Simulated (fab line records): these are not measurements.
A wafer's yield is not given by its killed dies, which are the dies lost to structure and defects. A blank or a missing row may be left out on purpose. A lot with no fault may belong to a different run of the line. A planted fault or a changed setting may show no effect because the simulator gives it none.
Matching of chambers -- flow n5-finfet -- N5_HKMG_FIN_DESCUM_53 on rie-diel-02 has 4 sister chambers
The step chemistry O2, time 7.9 s. 7 wafers are shown with their chamber, then 7 later ones without.

## WAFERS WITH THEIR CHAMBER
wafer,chamber,showerhead-plenum-p-Torr (Torr),throttle-valve-pct (%)
L129.2,1,2.17,20.62
L134.2,2,2.06,20.23
L139.3,0,2.09,20.43
L139.4,2,2.05,20.23
L139.5,3,2.08,20.89
L140.1,0,2.09,20.40
L140.4,3,2.08,20.87

## WAFERS MISSING THEIR CHAMBER
wafer,showerhead-plenum-p-Torr (Torr),throttle-valve-pct (%)
L140.5,2.16,20.64
L143.2,2.16,20.66
L143.3,2.08,20.41
L143.6,2.07,20.90
L148.2,2.16,20.68
L148.5,2.05,20.28
L148.6,2.16,20.68

## WHICH CHAMBER EACH ONE RAN IN
wafer,from the rows above,in truth
L140.5,1,1
L143.2,1,1
L143.3,0,0
L143.6,3,3
L148.2,1,1
L148.5,2,2
L148.6,1,1
Correct placement for 7 of the 7. Left unplaced by these rows: 0. Number placed wrongly: 0.
How it was worked out, from the rows above alone: a wafer's distance from a chamber is the root of the sum, over the readings, of the square of ((its reading less the chamber's mean) divided by the reading's scatter). The wafer belongs to the nearest chamber; if the next one is less than 2 further off, it can't be placed. Each chamber's mean is taken over the wafers shown for it. The scatter is the square root of a quotient: the sum, over the shown wafers, of each reading's squared deviation from its chamber's mean, divided by wafers minus chambers.
